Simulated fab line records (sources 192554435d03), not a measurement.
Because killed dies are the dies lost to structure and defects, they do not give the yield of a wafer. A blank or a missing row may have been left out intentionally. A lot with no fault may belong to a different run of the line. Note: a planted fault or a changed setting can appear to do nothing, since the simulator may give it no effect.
Split-lot experiment || flow n5 finfet || 7 lots, 21 wafers read, on a route of 1938 steps

== THE SPLIT ITSELF ==
At N5_BEOL_M6_TRENCH_ETCH_37 (etches SiCOH lowk in C4F6/O2, target depth 94.435 nm, time 31.5 s), the setting bias w was moved away from the recipe's 185 W on 5 of the 21 wafers read, by +10.1% to +16.2%. For the rest of the wafers, this setting stayed at what the recipe calls for.

The split's own step is where the reading is taken.

== THE READING ==
rf vpp V, in V, at N5_BEOL_M6_TRENCH_ETCH_37 (etches SiCOH lowk in C4F6/O2, target depth 94.435 nm, time 31.5 s). Fault-free wafers of this fab line usually give 671 V, standard deviation 13 V.

{"wafer": "L074.3", "tool, chamber at the split": "rie diel-04, 0", "bias w as run, W": 207.5, "against the recipe": "+12.2%", "rf vpp V, V": 725, "against lot-mates on the recipe": "+39"}
{"wafer": "L074.4", "tool, chamber at the split": "rie diel-04, 2", "bias w as run, W": 185, "against the recipe": "recipe", "rf vpp V, V": 686, "against lot-mates on the recipe": "-"}
{"wafer": "L074.6", "tool, chamber at the split": "rie diel-04, 0", "bias w as run, W": 207.5, "against the recipe": "+12.2%", "rf vpp V, V": 725, "against lot-mates on the recipe": "+39"}
{"wafer": "L076.2", "tool, chamber at the split": "rie diel-01, 0", "bias w as run, W": 185, "against the recipe": "recipe", "rf vpp V, V": 651, "against lot-mates on the recipe": "-"}
{"wafer": "L076.3", "tool, chamber at the split": "rie diel-01, 2", "bias w as run, W": 215, "against the recipe": "+16.2%", "rf vpp V, V": 747, "against lot-mates on the recipe": "+90"}
{"wafer": "L076.6", "tool, chamber at the split": "rie diel-01, 3", "bias w as run, W": 185, "against the recipe": "recipe", "rf vpp V, V": 664, "against lot-mates on the recipe": "-"}
{"wafer": "L077.2", "tool, chamber at the split": "rie diel-03, 2", "bias w as run, W": 185, "against the recipe": "recipe", "rf vpp V, V": 671, "against lot-mates on the recipe": "-"}
{"wafer": "L077.3", "tool, chamber at the split": "rie diel-03, 3", "bias w as run, W": 185, "against the recipe": "recipe", "rf vpp V, V": 661, "against lot-mates on the recipe": "-"}
{"wafer": "L077.4", "tool, chamber at the split": "rie diel-03, 2", "bias w as run, W": 185, "against the recipe": "recipe", "rf vpp V, V": 671, "against lot-mates on the recipe": "-"}
{"wafer": "L078.1", "tool, chamber at the split": "rie diel-03, 0", "bias w as run, W": 185, "against the recipe": "recipe", "rf vpp V, V": 676, "against lot-mates on the recipe": "-"}
{"wafer": "L078.2", "tool, chamber at the split": "rie diel-03, 2", "bias w as run, W": 203.7, "against the recipe": "+10.1%", "rf vpp V, V": 725, "against lot-mates on the recipe": "+49"}
{"wafer": "L078.5", "tool, chamber at the split": "rie diel-03, 3", "bias w as run, W": 203.7, "against the recipe": "+10.1%", "rf vpp V, V": 714, "against lot-mates on the recipe": "+38"}
{"wafer": "L079.1", "tool, chamber at the split": "rie diel-01, 1", "bias w as run, W": 185, "against the recipe": "recipe", "rf vpp V, V": 672, "against lot-mates on the recipe": "-"}
{"wafer": "L079.3", "tool, chamber at the split": "rie diel-01, 3", "bias w as run, W": 185, "against the recipe": "recipe", "rf vpp V, V": 664, "against lot-mates on the recipe": "-"}
{"wafer": "L079.5", "tool, chamber at the split": "rie diel-01, 3", "bias w as run, W": 185, "against the recipe": "recipe", "rf vpp V, V": 665, "against lot-mates on the recipe": "-"}
{"wafer": "L096.1", "tool, chamber at the split": "rie diel-03, 1", "bias w as run, W": 185, "against the recipe": "recipe", "rf vpp V, V": 668, "against lot-mates on the recipe": "-"}
{"wafer": "L096.3", "tool, chamber at the split": "rie diel-03, 2", "bias w as run, W": 185, "against the recipe": "recipe", "rf vpp V, V": 671, "against lot-mates on the recipe": "-"}
{"wafer": "L096.6", "tool, chamber at the split": "rie diel-03, 3", "bias w as run, W": 185, "against the recipe": "recipe", "rf vpp V, V": 662, "against lot-mates on the recipe": "-"}
{"wafer": "L097.1", "tool, chamber at the split": "rie diel-04, 0", "bias w as run, W": 185, "against the recipe": "recipe", "rf vpp V, V": 660, "against lot-mates on the recipe": "-"}
{"wafer": "L097.2", "tool, chamber at the split": "rie diel-04, 3", "bias w as run, W": 185, "against the recipe": "recipe", "rf vpp V, V": 698, "against lot-mates on the recipe": "-"}
{"wafer": "L097.6", "tool, chamber at the split": "rie diel-04, 0", "bias w as run, W": 185, "against the recipe": "recipe", "rf vpp V, V": 662, "against lot-mates on the recipe": "-"}

THE FIT
A straight line over all 21 wafers: rf vpp V changes by +4.79 V for each +1% of bias w; r = +0.94; the points scatter about the line by 10 V.
The same after taking each lot's own level away (the mean of its wafers on the recipe; 21 wafers): +4.33 V for each +1%; r = +0.92; scatter 10 V.
On that fit, the largest move of bias w shifts the reading by 70 V.
Across the lots, their own levels run from 657.5 to 686.0 V, a range of 2.2 times the standard deviation given above.
Thus the slope moves with the lot-to-lot level: the two fits are different.
Check: +59.2 V against its lot-mates is what the line predicts for one of the wafers moved furthest among these (+16.2%) when that wafer is left out of the fit. It came out at +89.5 V against them.
Tool readings at the split's step, against how far the setting was moved: rf vpp V r = +0.94.

== OTHER SPLITS ON THESE WAFERS ==
Before the reading, these wafers also passed through other splits. Each is held against what the fit with the lots' levels taken away leaves over:
{"other split on the same wafers": "N5_BEOL_M3_DEP_57 time s", "wafers away from the commonest value": 5, "r with rf vpp V (lot level and that fit taken away)": "+0.13"}
{"other split on the same wafers": "N5_BEOL_M4_ILD_DEP_00 time s", "wafers away from the commonest value": 7, "r with rf vpp V (lot level and that fit taken away)": -0.31}
{"other split on the same wafers": "N5_BEOL_M5_COAT_66 spin rpm", "wafers away from the commonest value": 6, "r with rf vpp V (lot level and that fit taken away)": "+0.07"}
{"other split on the same wafers": "N5_BEOL_M5_COAT_22 spin rpm", "wafers away from the commonest value": 5, "r with rf vpp V (lot level and that fit taken away)": -0.08}
{"other split on the same wafers": "N5_BEOL_M5_TRENCH_ETCH_37 source w", "wafers away from the commonest value": 8, "r with rf vpp V (lot level and that fit taken away)": -0.15}
{"other split on the same wafers": "N5_BEOL_M5_ETCH_41 source w", "wafers away from the commonest value": 7, "r with rf vpp V (lot level and that fit taken away)": "+0.17"}

== THE FILE'S OWN FIT ==
rf vpp V changes by +4.63 V for each +1% of bias w, r = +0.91.
